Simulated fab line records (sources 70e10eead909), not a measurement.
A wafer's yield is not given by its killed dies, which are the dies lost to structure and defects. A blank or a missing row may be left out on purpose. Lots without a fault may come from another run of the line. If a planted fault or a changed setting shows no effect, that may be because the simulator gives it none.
2 desks, one fault + flow nand-harc + each desk has only its own numbers; what lay behind them comes last

FOR THE TOOL OWNER'S DESK: rie-metal-02
The tool's own readings at NHARC_A_WL_FILL_ETCHBACK_04 (etches the open film in NF3, target depth 60 nm, time 120 s): means of the sampled wafers that have a number, for each lot that ran on this tool. The brackets show how far a lot's mean lies from the usual mean; more than 4 standard deviations puts the lot out of limits, marked OUT.
Columns: A = drypump-motor-current-A at NHARC_A_WL_FILL_ETCHBACK_04, usual 5.9 A; B = he-backside-leak-sccm at NHARC_A_WL_FILL_ETCHBACK_04, usual 3.38 sccm; C = oes-product-au at NHARC_A_WL_FILL_ETCHBACK_04, usual 0.998 a.u.; D = run-length-s at NHARC_A_WL_FILL_ETCHBACK_04, usual 141.7 s
| lot  | first seen here | A   | B    | C     | D                |
|------|-----------------|-----|------|-------|------------------|
| L966 | day 15 04:49    | 6.0 | 3.28 | 1.003 | 141.7            |
| L969 | day 16 00:46    | 6.1 | 3.33 | 0.995 | 142.1            |
| L972 | day 16 20:31    | 6.1 | 3.26 | 0.989 | 142.2            |
| L976 | day 17 14:08    | 6.2 | 3.74 | 0.990 | 142.2            |
| L979 | day 18 03:58    | 6.0 | 3.27 | 1.011 | 141.8            |
| L983 | day 19 21:17    | 6.1 | 3.33 | 0.993 | 139.5 (-4.7) OUT |
| L984 | day 20 00:52    | 6.3 | 3.26 | 0.989 | 139.7 (-4.3) OUT |
| L987 | day 20 04:07    | 6.0 | 3.31 | 1.008 | 139.1 (-5.6) OUT |
This desk's verdict: out of limits on L983, L984, L987, starting with L983 at day 19 21:17 (run-length-s at NHARC_A_WL_FILL_ETCHBACK_04). Within limits: L966, L969, L972, L976, L979.

FROM THE METROLOGY DESK
Lot by lot, what the gauges showed, no matter which tool ran the lot: averages of those sampled wafers that carry a number. The brackets show how far a lot's mean lies from the usual mean; more than 4 standard deviations puts the lot out of limits, marked OUT.
Columns: A = cd-nm at NHARC_A_SLIT_CD_MEAS_21, usual 289.8 nm
| lot  | first seen here | A     |
|------|-----------------|-------|
| L965 | day 14 16:10    | 289.7 |
| L966 | day 14 17:39    | 289.3 |
| L970 | day 15 09:18    | 291.0 |
| L969 | day 15 09:28    | 290.0 |
| L972 | day 16 03:44    | 289.9 |
| L976 | day 16 19:05    | 289.8 |
| L979 | day 17 15:49    | 290.2 |
| L978 | day 17 16:43    | 290.2 |
| L981 | day 19 07:28    | 288.4 |
| L983 | day 19 07:57    | 288.8 |
| L984 | day 19 09:07    | 290.3 |
| L988 | day 19 16:32    | 289.3 |
| L987 | day 19 17:11    | 290.1 |
This desk found nothing out of limits on any of the 13 lots.

PUT TOGETHER
An alarm could have come from the tool owner's desk at day 19 21:17, on L983, L984, L987.
The metrology desk saw nothing out of limits.
The metrology desk holds a record of L983, L984, L987, inside its limits.
Every lot named ran NHARC_A_WL_FILL_ETCHBACK_04 on rie-metal-02.

WHAT HAD BEEN PUT IN BY THE SIMULATOR
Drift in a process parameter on rie-metal-02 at NHARC_A_WL_FILL_ETCHBACK_04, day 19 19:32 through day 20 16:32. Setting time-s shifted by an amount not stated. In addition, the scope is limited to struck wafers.
Shown lots that were struck: L983, L984, L987.
Time in hours from fault onset to the first out-of-limits reading at each desk: the tool owner's desk, 2.
